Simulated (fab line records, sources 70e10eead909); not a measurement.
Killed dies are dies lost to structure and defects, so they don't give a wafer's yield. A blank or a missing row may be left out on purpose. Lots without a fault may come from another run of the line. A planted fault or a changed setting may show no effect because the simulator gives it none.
fab line records | flow nand_harc
record lots=5 wafers=15 last_day=33
route steps=1302 shown A_CONTACT@1069
lots that met no fault: from a run of the same line without faults
start_h: hours from the record's first day to the start of the lot's first wafer shown | wait_h: hours since the lot's step before | " the same as in the row above | L1.1+2: a row that stands for several wafers | - no value, or no start given | * or withheld: withheld | < > ~ a bound
route shown NAME@n: a module of which the file shows steps, and the number in the route of the first | usual: mean/standard deviation of fault-free wafers | same: alike in all rows | chamber/n: place in a boat | sites: the reading at each site | _std_site: their standard deviation | _edge_site: outer sites' mean less inner sites' | radius_mm: how far each site lies from the wafer's centre | mask NAME#n: copy n | behind: the tool/chamber that last shaped the wafer | hold: why the lot was held/for how many hours/how that ended | device: the transistor (n, p or np) that didn't switch | end of line: the same wafers' tests at the end of the route | a step without rows: its recipe alone | killed: dies lost to structure and defects at the first sort, not the wafer's yield | map: a wafer's dies, x killed, . not, _ none there
set.NAME: the setting as run; set.NAME@STEP: as run at that earlier step | model.NAME: the simulator's own value behind a step, which no gauge read
lots at some steps of the route; a table a step, a row a wafer
services: from which hour (start_h, from the record's first day; less than 0 if before it) a tool's chamber was out of use, for how many hours, and why
## steps
# step NHARC_A_CONTACT_HMDS_01
# recipe time_s=30
# usual exhaust_pa=45.0/0.97
# columns lot.wafer tool chamber start_h wait_h exhaust_pa
L075.3 litho_track-06 0 - - 45.4
L075.4 " 0 " " 45.9
L075.6 " 0 " " 45.8
L083.3 litho_track-04 0 - - 44.8
L083.4 " 0 " " 44.2
L083.5 " 0 " " 43.9
L087.2 litho_track-06 0 - - 44.6
L087.5 " 0 " " 44.2
L087.6 " 0 " " 44.5
L092.3 litho_track-04 0 - - 44.4
L092.4 " 0 " " 45.9
L092.6 " 0 " " 46.5
L097.2 litho_track-04 0 - - 44.3
L097.4 " 0 " " 44.5
L097.5 " 0 " " 44.0
# step NHARC_A_CONTACT_COAT_86
# recipe temp_c=260 time_s=75
# usual exhaust_pa=44.8/0.91
# columns lot.wafer tool chamber start_h wait_h exhaust_pa
L075.3 litho_track-06 0 - - 45.0
L075.4 " 0 " " 45.6
L075.6 " 0 " " 43.6
L083.3 litho_track-04 0 - - 44.6
L083.4 " 0 " " 44.6
L083.5 " 0 " " 44.0
L087.2 litho_track-06 0 - - 45.7
L087.5 " 0 " " 45.3
L087.6 " 0 " " 45.2
L092.3 litho_track-04 0 - - 43.6
L092.4 " 0 " " 44.3
L092.6 " 0 " " 44.5
L097.2 litho_track-04 0 - - 43.6
L097.4 " 0 " " 43.7
L097.5 " 0 " " 44.7
# step NHARC_A_CONTACT_COAT_87
# recipe temp_c=225 time_s=65
# usual exhaust_pa=45.1/0.9
# columns lot.wafer tool chamber start_h wait_h exhaust_pa
L075.3 litho_track-06 0 - - 45.3
L075.4 " 0 " " 45.9
L075.6 " 0 " " 46.2
L083.3 litho_track-04 0 - - 44.7
L083.4 " 0 " " 44.4
L083.5 " 0 " " 44.7
L087.2 litho_track-06 0 - - 46.2
L087.5 " 0 " " 45.3
L087.6 " 0 " " 46.2
L092.3 litho_track-04 0 - - 46.5
L092.4 " 0 " " 45.9
L092.6 " 0 " " 44.8
L097.2 litho_track-04 0 - - 44.0
L097.4 " 0 " " 44.1
L097.5 " 0 " " 44.5
# step NHARC_A_CONTACT_COAT_02
# recipe spin_rpm=1500 resist_thk_nm=90
# usual exhaust_pa=45.0/0.9
# columns lot.wafer tool chamber start_h wait_h exhaust_pa
L075.3 litho_track-06 0 - - 44.5
L075.4 " 0 " " 45.2
L075.6 " 0 " " 45.5
L083.3 litho_track-04 0 - - 43.6
L083.4 " 0 " " 43.9
L083.5 " 0 " " 43.3
L087.2 litho_track-06 0 - - 44.8
L087.5 " 0 " " 45.3
L087.6 " 0 " " 44.6
L092.3 litho_track-04 0 - - 43.2
L092.4 " 0 " " 44.3
L092.6 " 0 " " 43.9
L097.2 litho_track-04 0 - - 44.4
L097.4 " 0 " " 44.5
L097.5 " 0 " " 44.4
# step NHARC_A_CONTACT_SOFTBAKE_03
# recipe temp_c=105 time_s=55
# usual exhaust_pa=45.1/1
# columns lot.wafer tool chamber start_h wait_h exhaust_pa
L075.3 litho_track-06 0 - - 45.2
L075.4 " 0 " " 44.7
L075.6 " 0 " " 45.5
L083.3 litho_track-04 0 - - 44.3
L083.4 " 0 " " 45.2
L083.5 " 0 " " 45.5
L087.2 litho_track-06 0 - - 43.3
L087.5 " 0 " " 43.4
L087.6 " 0 " " 43.5
L092.3 litho_track-04 0 - - 45.5
L092.4 " 0 " " 45.6
L092.6 " 0 " " 46.3
L097.2 litho_track-04 0 - - 45.1
L097.4 " 0 " " 42.9
L097.5 " 0 " " 45.0
# step NHARC_A_CONTACT_EBR_04
# usual exhaust_pa=45.2/0.8
# columns lot.wafer tool chamber start_h wait_h exhaust_pa
L075.3 litho_track-06 0 - - 44.7
L075.4 " 0 " " 43.7
L075.6 " 0 " " 44.8
L083.3 litho_track-04 0 - - 45.9
L083.4 " 0 " " 45.9
L083.5 " 0 " " 46.3
L087.2 litho_track-06 0 - - 44.1
L087.5 " 0 " " 45.2
L087.6 " 0 " " 45.4
L092.3 litho_track-04 0 - - 44.5
L092.4 " 0 " " 45.8
L092.6 " 0 " " 45.0
L097.2 litho_track-04 0 - - 46.8
L097.4 " 0 " " 46.7
L097.5 " 0 " " 46.7
# step NHARC_A_CONTACT_EXPOSE_05
# recipe na=1.35 sigma_outer=0.8 dose_mj=84.24 mask_id=A_CC
# usual focus_offset_nm=-0.1/0.48
# columns lot.wafer tool chamber start_h wait_h mask focus_offset_nm
L075.3 arfi_scanner-03 0 522.35 - A_CC#0 0.9
L075.4 " 0 " " A_CC#0 0.0
L075.6 " 0 " " A_CC#0 1.0
L083.3 arfi_scanner-02 0 599.40 - A_CC#0 -0.3
L083.4 " 0 " " A_CC#0 0.1
L083.5 " 0 " " A_CC#0 0.2
L087.2 arfi_scanner-03 0 651.67 - A_CC#0 0.3
L087.5 " 0 " " A_CC#0 -1.0
L087.6 " 0 " " A_CC#0 0.1
L092.3 arfi_scanner-03 0 707.13 - A_CC#0 -0.6
L092.4 " 0 " " A_CC#0 -0.1
L092.6 " 0 " " A_CC#0 -0.1
L097.2 arfi_scanner-01 0 727.47 - A_CC#0 -0.6
L097.4 " 0 " " A_CC#0 -0.4
L097.5 " 0 " " A_CC#0 -0.9
# step NHARC_A_CONTACT_PEB_06
# recipe peb_temp_c=100 peb_time_s=65
# usual exhaust_pa=44.8/0.87
# columns lot.wafer tool chamber start_h wait_h exhaust_pa
L075.3 litho_track-01 0 522.41 0.1 45.6
L075.4 " 0 " " 43.2
L075.6 " 0 " " 43.3
L083.3 litho_track-01 0 599.45 0.0 44.1
L083.4 " 0 " " 43.9
L083.5 " 0 " " 44.0
L087.2 litho_track-06 0 651.73 0.1 42.9
L087.5 " 0 " " 43.4
L087.6 " 0 " " 44.9
L092.3 litho_track-01 0 707.18 0.0 44.7
L092.4 " 0 " " 43.7
L092.6 " 0 " " 44.9
L097.2 litho_track-06 0 727.52 0.1 44.6
L097.4 " 0 " " 44.8
L097.5 " 0 " " 42.7
# step NHARC_A_CONTACT_DEVELOP_07
# recipe develop_time_s=35 dev_temp_c=23
# usual developer_temp_C=22.99/0.12 exhaust_pa=45.2/0.88
# columns lot.wafer tool chamber start_h wait_h developer_temp_C exhaust_pa
L075.3 litho_track-01 0 - - 22.93 44.3
L075.4 " 0 " " 22.98 44.7
L075.6 " 0 " " 22.96 44.2
L083.3 litho_track-01 0 - - 23.06 44.0
L083.4 " 0 " " 23.00 45.7
L083.5 " 0 " " 23.08 45.4
L087.2 litho_track-06 0 - - 22.82 44.8
L087.5 " 0 " " 23.06 45.8
L087.6 " 0 " " 23.15 46.5
L092.3 litho_track-01 0 - - 23.06 45.9
L092.4 " 0 " " 23.15 45.2
L092.6 " 0 " " 23.11 45.2
L097.2 litho_track-06 0 - - 22.82 44.8
L097.4 " 0 " " 22.89 45.3
L097.5 " 0 " " 22.84 45.2
# step NHARC_A_CONTACT_CD_MEAS_08
# recipe target_cd_nm=200 landing_energy_ev=500
# usual cd_nm=200.0/0.74
# columns lot.wafer tool chamber start_h wait_h cd_nm
L075.3 cd_sem-03 0 522.49 - 200.4
L075.4 " 0 " " 200.9
L075.6 " 0 " " 201.2
L083.3 cd_sem-02 0 599.53 - 199.8
L083.4 " 0 " " 199.9
L083.5 " 0 " " 199.7
L087.2 cd_sem-02 0 651.81 - 200.0
L087.5 " 0 " " 199.4
L087.6 " 0 " " 200.0
L092.3 cd_sem-03 0 707.26 - 200.9
L092.4 " 0 " " 201.1
L092.6 " 0 " " 201.3
L097.2 cd_sem-01 0 727.60 - 198.2
L097.4 " 0 " " 199.6
L097.5 " 0 " " 199.3
# step NHARC_A_CONTACT_OVL_MEAS_09
# usual overlay_x_nm=0.0/0.87 overlay_y_nm=0.1/0.93
# columns lot.wafer tool chamber start_h wait_h overlay_x_nm overlay_y_nm
L075.3 overlay-01 - 522.58 - -0.8 1.1
L075.4 " - " " -1.2 0.9
L075.6 " - " " -1.0 1.0
L083.3 overlay-02 - 599.62 - 0.1 -0.9
L083.4 " - " " -0.1 -0.9
L083.5 " - " " -0.8 0.0
L087.2 overlay-02 - 651.90 - -0.6 -0.8
L087.5 " - " " -1.0 -0.4
L087.6 " - " " -0.7 -0.6
L092.3 overlay-01 - 707.35 - -0.8 -1.0
L092.4 " - " " -0.9 -0.8
L092.6 " - " " -0.9 -1.6
L097.2 overlay-02 - 727.69 - 2.4 -0.4
L097.4 " - " " 1.8 -0.4
L097.5 " - " " 2.1 -0.6
# step NHARC_A_CONTACT_INSPECT_10
# usual raw_defect_count=78/38
# columns lot.wafer tool chamber start_h wait_h raw_defect_count
L075.3 defect_inspect-01 - 522.61 0.0 75
L075.4 " - " " 65
L075.6 " - " " 62
L083.3 defect_inspect-02 - 599.65 0.0 35
L083.4 " - " " 35
L083.5 " - " " 36
L087.2 defect_inspect-01 - 651.93 0.0 64
L087.5 " - " " 50
L087.6 " - " " 55
L092.3 defect_inspect-01 - 707.38 0.0 118
L092.4 " - " " 109
L092.6 " - " " 120
L097.2 defect_inspect-02 - 727.73 0.0 103
L097.4 " - " " 92
L097.5 " - " " 101
# step NHARC_A_CONTACT_DESCUM_13
# recipe time_s=3 o2_flow_sccm=200 ar_flow_sccm=0 bias_power_w=0 chemistry=O2
# usual chamber_pressure_mTorr=60.00/0.054 drypump_motor_current_A=5.8/0.36 oes_product_au=0.996/0.012 rf_vpp_V=57.6/1 showerhead_plenum_p_Torr=1.87/0.1 throttle_valve_pct=11.311/0.0089
# columns lot.wafer tool chamber start_h wait_h chamber_pressure_mTorr drypump_motor_current_A oes_product_au rf_hours_counter_h rf_vpp_V showerhead_plenum_p_Torr throttle_valve_pct
L075.3 rie_diel-02 2 522.68 0.1 59.95 5.8 1.010 17 56.6 1.78 11.312
L075.4 " 3 " " 60.12 5.9 1.008 18 56.3 1.79 11.310
L075.6 " 1 " " 60.02 5.7 1.001 - 57.0 1.79 11.306
L083.3 rie_diel-01 0 599.71 0.1 60.04 5.1 1.002 15 57.4 1.87 11.312
L083.4 " 3 " " 60.08 5.2 0.983 14 56.5 1.79 11.308
L083.5 " 0 " " 59.99 5.0 1.005 - 57.0 1.87 11.308
L087.2 rie_diel-02 1 652.02 0.1 59.99 5.7 0.997 14 58.3 1.78 11.304
L087.5 " 2 " " 59.99 5.8 1.012 - 58.5 1.77 11.314
L087.6 " 3 " " 59.97 5.9 0.990 - 59.2 1.79 11.309
L092.4 rie_diel-02 2 707.46 0.1 60.05 5.8 1.002 23 57.0 1.77 11.313
L092.3 " 3 " " 60.04 5.9 0.983 20 58.4 1.79 11.343
L092.6 " 0 " " 60.02 6.0 0.998 - 59.6 2.02 11.336
L097.4 rie_diel-02 1 727.80 0.1 59.99 5.7 1.009 27 57.1 1.78 11.310
L097.2 " 3 " " 59.99 5.9 0.987 24 57.4 1.78 11.325
L097.5 " 0 " " 60.11 6.0 0.990 - 59.3 2.02 11.313
# step NHARC_A_CONTACT_ETCH_88
# recipe target_depth_a=390 over_etch_frac=0.3 time_s=65 ion_energy_ev=80 cf4_flow_sccm=150 ar_flow_sccm=0 rf_w=300 bias_w=100 chemistry=CF4
# usual bias_w=100.00/0.29 chamber_pressure_mTorr=50.00/0.059 drypump_motor_current_A=5.8/0.37 oes_product_au=0.996/0.012 rf_vpp_V=150.7/1.3 showerhead_plenum_p_Torr=1.72/0.088 throttle_valve_pct=13.284/0.0091
# columns lot.wafer tool chamber start_h wait_h bias_w chamber_pressure_mTorr drypump_motor_current_A oes_product_au rf_hours_counter_h rf_vpp_V showerhead_plenum_p_Torr throttle_valve_pct
L075.3 rie_diel-02 1 522.77 0.1 100.05 50.02 5.7 0.991 12 149.8 1.66 13.281
L075.4 " 2 " " 99.78 50.10 5.8 1.012 17 149.7 1.65 13.289
L075.6 " 3 " " 99.89 50.07 5.9 0.984 - 150.2 1.67 13.288
L083.4 rie_diel-01 1 599.81 0.1 99.94 50.03 6.4 0.971 14 151.6 1.80 13.297
L083.3 " 3 " " 100.52 50.00 5.2 0.983 14 149.7 1.66 13.279
L083.5 " 1 " " 100.33 49.94 6.4 0.985 - 150.3 1.80 13.297
L087.2 rie_diel-02 2 652.15 0.1 99.97 49.95 5.8 1.006 14 149.3 1.64 13.285
L087.5 " 0 " " 100.33 50.03 6.0 1.003 - 150.6 1.86 13.272
L087.6 " 1 " " 99.87 49.98 5.7 1.002 - 150.8 1.66 13.272
L092.3 rie_diel-02 3 707.54 0.1 100.40 49.97 5.9 0.987 20 149.5 1.66 13.264
L092.4 " 1 " " 99.77 49.96 5.7 1.009 23 151.1 1.65 13.280
L092.6 " 2 " " 100.02 50.05 5.8 1.012 - 149.3 1.64 13.312
L097.2 rie_diel-02 0 727.89 0.1 100.10 49.96 6.0 0.994 25 151.9 1.86 13.295
L097.4 " 1 " " 100.46 49.94 5.7 1.008 27 149.9 1.65 13.307
L097.5 " 3 " " 99.68 49.95 5.9 0.986 - 150.5 1.66 13.273
# step NHARC_A_CONTACT_ETCH_89
# recipe target_depth_a=2600 over_etch_frac=0.3 time_s=475.3 ion_energy_ev=200 n2_flow_sccm=150 h2_flow_sccm=150 ar_flow_sccm=0 rf_w=400 bias_w=150 chemistry=N2/H2
# usual bias_w=150.0/0.44 chamber_pressure_mTorr=30.004/0.026 drypump_motor_current_A=5.8/0.38 oes_product_au=0.995/0.012 rf_vpp_V=429/3.2 showerhead_plenum_p_Torr=1.98/0.11 throttle_valve_pct=14.172/0.0081
# columns lot.wafer tool chamber start_h wait_h bias_w chamber_pressure_mTorr drypump_motor_current_A oes_product_au rf_hours_counter_h rf_vpp_V showerhead_plenum_p_Torr throttle_valve_pct
L075.4 rie_diel-02 2 - - 150.7 29.993 5.8 1.012 17 426 1.89 14.160
L075.3 " 1 " " 150.0 30.004 5.7 0.980 12 425 1.91 14.175
L075.6 " 2 " " 150.3 30.011 5.8 1.014 - 426 1.89 14.173
L083.4 rie_diel-01 0 - - 150.2 30.037 5.1 0.997 15 429 1.99 14.175
L083.3 " 1 " " 150.6 30.012 6.4 0.975 14 431 2.07 14.157
L083.5 " 1 " " 149.2 30.001 6.4 0.981 - 431 2.08 14.170
L087.2 rie_diel-02 1 - - 150.4 30.025 5.7 1.001 14 425 1.90 14.177
L087.6 " 2 " " 149.7 29.963 5.8 1.004 - 426 1.88 14.177
L087.5 " 3 " " 149.7 30.061 5.9 0.979 - 426 1.90 14.161
L092.4 rie_diel-02 3 - - 149.5 29.968 5.9 0.977 20 428 1.90 14.166
L092.3 " 1 " " 150.3 30.020 5.7 1.005 23 426 1.89 14.182
L092.6 " 3 " " 150.2 29.965 5.9 0.973 - 427 1.90 14.172
L097.2 rie_diel-02 0 - - 150.2 29.982 6.0 0.984 25 433 2.15 14.187
L097.4 " 1 " " 149.9 29.967 5.7 0.988 27 426 1.89 14.167
L097.5 " 3 " " 150.0 30.009 5.9 0.985 - 427 1.90 14.170
# step NHARC_A_CONTACT_ETCH_30
# recipe target_depth_a=726 time_s=36.3 cf4_flow_sccm=100 chf3_flow_sccm=30 ar_flow_sccm=0 rf_w=500 bias_w=200 chemistry=CF4/CHF3
# usual bias_w=200.0/0.56 chamber_pressure_mTorr=25.000/0.023 drypump_motor_current_A=5.8/0.36 oes_product_au=0.929/0.018 rf_vpp_V=369.2/2.6 showerhead_plenum_p_Torr=1.53/0.077 throttle_valve_pct=16.802/0.0095
# columns lot.wafer tool chamber start_h wait_h bias_w chamber_pressure_mTorr drypump_motor_current_A oes_product_au rf_hours_counter_h rf_vpp_V showerhead_plenum_p_Torr throttle_valve_pct
L075.3 rie_diel-02 2 - - 199.9 25.020 5.8 0.930 17 366.4 1.47 16.816
L075.4 " 1 " " 199.7 25.018 5.7 0.956 12 366.5 1.48 16.799
L075.6 " 3 " " 198.9 24.968 5.9 0.926 - 367.9 1.48 16.798
L083.4 rie_diel-01 1 - - 200.3 25.012 6.4 0.913 15 372.6 1.60 16.796
L083.3 " 3 " " 200.3 24.971 5.2 0.909 14 367.4 1.48 16.809
L083.5 " 2 " " 200.8 24.970 5.7 0.933 - 368.0 1.50 16.809
L087.2 rie_diel-02 0 - - 199.8 24.981 6.0 0.917 14 372.1 1.66 16.808
L087.5 " 3 " " 200.0 24.989 5.9 0.914 - 367.1 1.48 16.801
L087.6 " 0 " " 199.0 24.965 6.0 0.924 - 373.3 1.66 16.802
L092.4 rie_diel-02 1 - - 199.8 25.055 5.7 0.932 23 367.9 1.47 16.813
L092.3 " 2 " " 199.7 25.012 5.8 0.928 23 366.3 1.46 16.802
L092.6 " 0 " " 199.1 24.987 6.0 0.926 - 373.1 1.65 16.808
L097.4 rie_diel-02 2 - - 201.2 24.996 5.8 0.933 28 367.2 1.46 16.805
L097.2 " 3 " " 200.5 25.012 5.9 0.908 25 367.0 1.47 16.789
L097.5 " 3 " " 200.2 24.999 5.9 0.902 - 365.6 1.47 16.801
# step NHARC_A_CONTACT_ETCH_31
# recipe target_depth_a=28000 over_etch_frac=0.3 time_s=728 ion_energy_ev=150 o2_flow_sccm=400 cos_flow_sccm=20 ar_flow_sccm=0 rf_w=500 bias_w=300 chemistry=O2/COS
# usual bias_w=300.1/0.81 chamber_pressure_mTorr=19.999/0.019 drypump_motor_current_A=5.8/0.37 oes_product_au=0.995/0.012 rf_vpp_V=313.0/2.4 showerhead_plenum_p_Torr=3.04/0.16 throttle_valve_pct=28.330/0.0093
# columns lot.wafer tool chamber start_h wait_h bias_w chamber_pressure_mTorr drypump_motor_current_A oes_product_au rf_hours_counter_h rf_vpp_V showerhead_plenum_p_Torr throttle_valve_pct
L075.4 rie_diel-02 3 - - 298.7 19.998 5.9 1.003 18 311.1 2.94 28.319
L075.3 " 1 " " 299.0 19.985 5.7 0.996 12 312.2 2.93 28.328
L075.6 " 0 " " 300.1 19.998 6.0 0.993 - 317.3 3.30 28.317
L083.4 rie_diel-01 3 - - 299.8 19.979 5.2 0.992 15 311.2 2.93 28.340
L083.3 " 2 " " 299.6 19.973 5.7 1.011 7 312.1 2.97 28.339
L083.5 " 0 " " 300.1 20.010 5.1 1.010 - 313.1 3.05 28.315
L087.2 rie_diel-02 2 - - 298.7 19.984 5.8 1.001 14 310.3 2.90 28.338
L087.5 " 2 " " 298.8 20.006 5.8 0.996 - 312.5 2.90 28.331
L087.6 " 3 " " 299.8 20.033 5.9 0.982 - 310.6 2.93 28.326
L092.3 rie_diel-02 0 - - 299.8 20.010 6.0 1.003 21 317.8 3.28 28.328
L092.4 " 1 " " 300.6 19.994 5.7 1.012 23 311.2 2.92 28.328
L092.6 " 0 " " 299.7 19.961 6.0 0.993 - 316.8 3.28 28.316
L097.4 rie_diel-02 2 - - 299.0 20.002 5.8 1.006 28 310.3 2.89 28.314
L097.2 " 0 " " 299.9 19.985 6.0 0.984 25 316.6 3.28 28.331
L097.5 " 3 " " 299.5 19.988 5.9 0.975 - 311.5 2.92 28.330
# step NHARC_A_CONTACT_ETCH_134
# recipe source_w=withheld pressure_mtorr=20 bias_v=withheld time_s=140 target_depth_a=7000 ar_flow_sccm=withheld c4f8_flow_sccm=withheld o2_flow_sccm=withheld chemistry=C4F8/O2/Ar
# usual chamber_pressure_mTorr=20.000/0.016
# columns lot.wafer tool chamber start_h wait_h chamber_pressure_mTorr rf_hours_counter_h
L075.4 har_cap_etch-01 1 523.87 - 20.013 -
L075.3 " 0 " " 19.973 -
L075.6 " 0 " " 20.009 -
L083.3 har_cap_etch-03 0 600.91 - 20.048 -
L083.4 " 1 " " 20.001 -
L083.5 " 1 " " 20.001 -
L087.2 har_cap_etch-01 1 653.18 - 20.009 28
L087.6 " 1 " " 19.989 -
L087.5 " 0 " " 20.000 -
L092.3 har_cap_etch-02 0 708.82 - 19.987 -
L092.4 " 1 " " 19.988 -
L092.6 " 1 " " 20.014 -
L097.2 har_cap_etch-03 0 728.96 - 20.000 83
L097.4 " 1 " " 19.976 -
L097.5 " 0 " " 20.007 -
# step NHARC_A_CONTACT_ETCH_135
# recipe source_w=withheld pressure_mtorr=20 bias_v=1200 time_s=311 target_depth_a=19120 ar_flow_sccm=withheld c4f8_flow_sccm=withheld o2_flow_sccm=withheld chemistry=C4F8/O2/Ar
# usual chamber_pressure_mTorr=19.999/0.017
# columns lot.wafer tool chamber start_h wait_h chamber_pressure_mTorr rf_hours_counter_h
L075.4 har_cap_etch-01 1 524.09 0.2 19.969 -
L075.3 " 0 " " 20.004 -
L075.6 " 0 " " 20.021 -
L083.3 har_cap_etch-03 0 601.13 0.2 19.995 -
L083.4 " 1 " " 20.019 -
L083.5 " 1 " " 20.000 -
L087.2 har_cap_etch-01 1 653.38 0.2 19.978 29
L087.6 " 1 " " 19.995 -
L087.5 " 0 " " 19.997 -
L092.3 har_cap_etch-02 0 709.04 0.2 19.978 -
L092.4 " 1 " " 19.968 -
L092.6 " 1 " " 19.992 -
L097.2 har_cap_etch-03 0 729.17 0.2 19.963 83
L097.4 " 1 " " 19.981 -
L097.5 " 0 " " 19.985 -
# step NHARC_A_CONTACT_ETCH_136
# recipe source_w=withheld pressure_mtorr=20 bias_v=1200 time_s=311 target_depth_a=19120 ar_flow_sccm=withheld c4f8_flow_sccm=withheld o2_flow_sccm=withheld chemistry=C4F8/O2/Ar
# usual chamber_pressure_mTorr=20.003/0.017
# columns lot.wafer tool chamber start_h wait_h chamber_pressure_mTorr rf_hours_counter_h
L075.4 har_cap_etch-01 1 524.36 0.2 20.039 -
L075.3 " 0 " " 20.008 -
L075.6 " 0 " " 20.001 -
L083.3 har_cap_etch-03 0 601.40 0.2 19.982 -
L083.4 " 1 " " 20.009 -
L083.5 " 1 " " 20.013 -
L087.2 har_cap_etch-01 1 653.66 0.2 20.002 29
L087.6 " 1 " " 20.019 -
L087.5 " 0 " " 19.997 -
L092.3 har_cap_etch-02 0 709.31 0.2 19.997 -
L092.4 " 1 " " 19.997 -
L092.6 " 1 " " 20.019 -
L097.2 har_cap_etch-03 0 729.44 0.2 19.962 83
L097.4 " 1 " " 20.028 -
L097.5 " 0 " " 19.979 -
# step NHARC_A_CONTACT_ETCH_137
# recipe source_w=withheld pressure_mtorr=20 bias_v=1200 time_s=311 target_depth_a=19120 ar_flow_sccm=withheld c4f8_flow_sccm=withheld o2_flow_sccm=withheld chemistry=C4F8/O2/Ar
# usual chamber_pressure_mTorr=20.000/0.02
# columns lot.wafer tool chamber start_h wait_h chamber_pressure_mTorr rf_hours_counter_h
L075.4 har_cap_etch-01 1 524.64 0.2 19.992 -
L075.3 " 0 " " 20.021 -
L075.6 " 0 " " 20.022 -
L083.3 har_cap_etch-03 0 601.67 0.2 20.067 -
L083.4 " 1 " " 20.001 -
L083.5 " 1 " " 20.000 -
L087.2 har_cap_etch-01 1 653.93 0.2 19.986 29
L087.6 " 1 " " 19.989 -
L087.5 " 0 " " 20.003 -
L092.3 har_cap_etch-02 0 709.58 0.2 19.995 -
L092.4 " 1 " " 20.037 -
L092.6 " 1 " " 19.991 -
L097.2 har_cap_etch-03 0 729.71 0.2 19.995 83
L097.4 " 1 " " 19.970 -
L097.5 " 0 " " 20.019 -
# step NHARC_A_CONTACT_ETCH_138
# recipe source_w=withheld pressure_mtorr=20 bias_v=1200 time_s=311 target_depth_a=19140 ar_flow_sccm=withheld c4f8_flow_sccm=withheld o2_flow_sccm=withheld chemistry=C4F8/O2/Ar
# usual chamber_pressure_mTorr=20.000/0.02
# columns lot.wafer tool chamber start_h wait_h chamber_pressure_mTorr rf_hours_counter_h
L075.4 har_cap_etch-01 1 524.91 0.2 20.018 -
L075.3 " 0 " " 20.035 -
L075.6 " 0 " " 19.948 -
L083.3 har_cap_etch-03 0 601.94 0.2 19.995 -
L083.4 " 1 " " 19.992 -
L083.5 " 1 " " 19.947 -
L087.2 har_cap_etch-01 1 654.20 0.2 19.998 29
L087.6 " 1 " " 20.017 -
L087.5 " 0 " " 19.982 -
L092.3 har_cap_etch-02 0 709.85 0.2 20.002 -
L092.4 " 1 " " 20.001 -
L092.6 " 1 " " 20.009 -
L097.2 har_cap_etch-03 0 729.98 0.2 19.962 84
L097.4 " 1 " " 19.997 -
L097.5 " 0 " " 19.984 -
# step NHARC_A_CONTACT_ETCH_139
# recipe source_w=withheld pressure_mtorr=20 bias_v=400 time_s=195 target_depth_a=8400 ar_flow_sccm=withheld c4f8_flow_sccm=11.5 o2_flow_sccm=7.2 chemistry=C4F8/O2/Ar
# usual chamber_pressure_mTorr=20.000/0.016
# columns lot.wafer tool chamber start_h wait_h chamber_pressure_mTorr rf_hours_counter_h
L075.4 har_cap_etch-01 1 525.18 0.2 20.007 -
L075.3 " 0 " " 20.009 -
L075.6 " 0 " " 19.995 -
L083.3 har_cap_etch-03 0 602.22 0.2 20.011 -
L083.4 " 1 " " 20.002 -
L083.5 " 1 " " 19.985 -
L087.2 har_cap_etch-01 1 654.47 0.2 19.993 30
L087.6 " 1 " " 19.993 -
L087.5 " 0 " " 19.974 -
L092.3 har_cap_etch-02 0 710.12 0.2 20.007 -
L092.4 " 1 " " 20.029 -
L092.6 " 1 " " 20.009 -
L097.2 har_cap_etch-03 0 730.26 0.2 19.991 84
L097.4 " 1 " " 19.996 -
L097.5 " 0 " " 19.996 -
# step NHARC_A_CONTACT_ETCH_92
# recipe target_depth_a=400 over_etch_frac=0.5 time_s=85.7 ion_energy_ev=120 ch3f_flow_sccm=50 o2_flow_sccm=30 ar_flow_sccm=200 rf_w=500 bias_w=100 chemistry=CH3F/O2
# usual bias_w=100.00/0.28 chamber_pressure_mTorr=24.999/0.023 drypump_motor_current_A=5.9/0.42 oes_product_au=0.933/0.028 rf_vpp_V=244.2/2.1 showerhead_plenum_p_Torr=2.44/0.14 throttle_valve_pct=20.664/0.009
# columns lot.wafer tool chamber start_h wait_h bias_w chamber_pressure_mTorr drypump_motor_current_A oes_product_au rf_hours_counter_h rf_vpp_V showerhead_plenum_p_Torr throttle_valve_pct
L075.4 rie_diel-06 2 525.68 0.5 99.40 24.968 5.3 0.912 11 247.6 2.63 20.662
L075.3 " 3 " " 99.55 24.987 6.1 0.951 12 245.3 2.51 20.665
L075.6 " 0 " " 100.38 24.955 5.7 0.920 - 246.3 2.52 20.658
L083.3 rie_diel-02 2 602.69 0.4 100.11 25.025 5.8 0.935 4 242.8 2.28 20.658
L083.4 " 0 " " 100.11 25.072 6.0 0.936 4 246.8 2.59 20.677
L083.5 " 3 " " 99.97 25.009 5.9 0.912 - 242.5 2.31 20.678
L087.2 rie_diel-02 2 655.09 0.6 99.94 25.008 5.8 0.925 14 242.4 2.28 20.676
L087.5 " 3 " " 99.86 25.027 5.9 0.903 - 243.0 2.30 20.668
L087.6 " 0 " " 99.97 24.988 6.0 0.926 - 245.8 2.59 20.667
L092.4 rie_diel-06 0 710.60 0.4 99.80 24.987 5.8 1.010 15 245.3 2.50 20.647
L092.3 " 2 " " 100.44 25.026 5.2 0.986 11 246.5 2.61 20.661
L092.6 " 0 " " 100.52 25.016 5.8 1.005 - 244.6 2.50 20.662
L097.2 rie_diel-02 2 730.79 0.5 100.26 24.984 5.8 0.934 29 241.5 2.27 20.678
L097.4 " 3 " " 100.27 24.976 5.9 0.916 25 242.9 2.30 20.673
L097.5 " 0 " " 100.10 25.019 6.0 0.933 - 245.7 2.59 20.672
## services
# columns tool chamber start_h hours kind
litho_track-01 - 505.00 7.0 pm
litho_track-06 - 529.00 7.0 pm
arfi_scanner-03 - 529.14 0.7 repair
rie_diel-02 3 533.19 15.8 repair
arfi_scanner-03 - 540.00 4.0 pm
litho_track-04 - 553.00 7.0 pm
arfi_scanner-01 - 557.43 0.2 repair
rie_diel-01 - 558.16 9.0 pm
arfi_scanner-02 - 563.63 0.3 repair
rie_diel-02 - 571.27 9.0 pm
arfi_scanner-03 - 575.80 5.9 repair
har_cap_etch-02 - 575.92 1.2 repair
har_cap_etch-02 - 592.77 0.2 repair
arfi_scanner-01 - 596.00 4.0 pm
rie_diel-06 0 608.46 4.5 repair
rie_diel-02 3 610.42 14.1 repair
rie_diel-01 1 638.37 6.7 repair
rie_diel-06 - 661.47 9.0 pm
arfi_scanner-01 - 665.47 1.3 repair
arfi_scanner-03 - 678.40 1.2 repair
litho_track-01 - 680.00 7.0 pm
litho_track-06 - 704.00 7.0 pm
arfi_scanner-03 - 712.00 4.0 pm
litho_track-04 - 728.00 7.0 pm
## key
fault none
